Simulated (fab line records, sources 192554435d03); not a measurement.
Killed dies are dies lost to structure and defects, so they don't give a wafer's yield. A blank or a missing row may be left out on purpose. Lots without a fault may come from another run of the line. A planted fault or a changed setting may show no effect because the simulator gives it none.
A struck lot beside a sound one | flow n5_finfet | 16 steps out of a route of 1938
Sound: wafers L414.1, L414.2, L414.6. Struck: wafers L430.2, L430.4, L430.6. The cause comes at the end.
At each step with rows: each side's tool, then ch and its chambers, then its first start. Under that, the readings that differ: sound wafers | struck wafers | difference of the means | sigmas: that difference in standard deviations of wafers without a fault.
alike: readings whose means differ by less than 2 such deviations, and words and numbers that are the same on both sides. not compared: withheld readings, readings that some wafer has no value for, bounds like >300 that may hide the same value, and numbers for which the record gives no deviation and whose values overlap.
The two part at a step that has a row with sigmas, a row that says differs or no value, or rows on one side only. Numbers that don't overlap but have no deviation are shown without sigmas and don't part them. A reading that every wafer of one side lacks parts them only if that side has two wafers or more.

N5_BEOL_M3_ANNEAL_95: time 240 s.
  sound on pvd_sputter-02, day 9 07:55; struck on pvd_sputter-03, day 13 11:37
  alike: heater_power_w
then, 2 steps without rows for these wafers: N5_BEOL_M3_SPUTTER_96 (material Cu, target thk 4.5 nm, time 8.29 s); N5_BEOL_M3_ECD_50 (material Cu, target thk 300 nm).
N5_BEOL_M3_ANNEAL_51: time 90 s.
  sound on rtp_anneal-02 ch 0, day 9 08:15; struck on rtp_anneal-02 ch 0, day 13 11:59
  alike: wafer_temp_C_max
then, 1 step without rows for these wafers: N5_BEOL_M3_CMP_52 (polishes, stops on SiOC, t overpolish 6.8 s, target thk 40 nm).
N5_BEOL_M3_THK_MEAS_53: measures by xrf.
  sound on film_metro-01, day 9 08:50; struck on film_metro-01, day 13 12:33
  alike: M3_THK
N5_BEOL_M3_PRE_CLEAN_60: time 15 s.
  sound on cvd_co-01 ch 0,1,2, day 9 08:53; struck on cvd_co-02 ch 0,2, day 13 12:35
  alike: heater_power_w
N5_BEOL_M3_CO_CAP_55: material Co, precursor CCTBA/H2, target thk 2 nm, time 102.1 s.
  sound on cvd_co-01 ch 0,1,2, day 9 08:55; struck on cvd_co-02 ch 0,2, day 13 12:39
  alike: heater_power_w
then, 1 step without rows for these wafers: N5_BEOL_M3_PRE_CLEAN_56 (time 15 s).
N5_BEOL_M3_DEP_57: deposits SiCN from 3MS/NH3, target thk 8 nm, time 14 s.
  sound on pecvd-04 ch 0,2, day 9 09:02; struck on pecvd-04 ch 1,2, day 13 12:48
  alike: showerhead_plenum_p_Torr, throttle_valve_pct
N5_BEOL_M3_RS_MEAS_58: measures by four-point-probe.
  sound on film_metro-02, day 9 09:07; struck on film_metro-02, day 13 12:52
  alike: M3_RS
N5_BEOL_M3_INSPECT_59: inspects for defects (darkfield).
  sound on defect_inspect-01, day 9 09:08; struck on defect_inspect-02, day 13 12:54
  alike: raw_defect_count
N5_BEOL_M4_ILD_DEP_00: deposits SiOC from DEMS/O2, target thk 79 nm, time 15.3 s.
  sound on pecvd-02 ch 0,2, day 9 09:11; struck on pecvd-01 ch 1,2, day 13 12:56
  reading              | sound                | struck               | difference | sigmas
  susceptor_temp_C (C) | 349.88 350.05 350.08 | 345.51 345.85 345.78 | -4.29      | -23
  alike: heater_power_w, showerhead_plenum_p_Torr, throttle_valve_pct
N5_BEOL_M4_THK_MEAS_01:
  sound on film_metro-02, day 9 09:15; struck on film_metro-02, day 13 13:00
  alike: M4_ILD_THK
N5_BEOL_M4_RC_MEAS_101:
  sound on prober-01 ch 0, day 9 20:46; struck on prober-01 ch 0, day 14 05:59
  alike: DIBL_N, DIBL_P, IOFF_N, IOFF_P, ION_N, ION_P, SS_N, SS_P, VT_N, VT_P
N5_PASSIVATION_PROBE_49:
  the record has rows for the sound wafers here (prober-01, day 14 13:23) and none for the struck ones

WHERE THEY PART
First at N5_BEOL_M4_ILD_DEP_00; last, within this record, at N5_PASSIVATION_PROBE_49.

WHY: what the simulator had put in
Process parameter drift: pecvd-01, from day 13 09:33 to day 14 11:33, at N5_BEOL_M4_ILD_DEP_00. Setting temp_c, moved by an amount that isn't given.
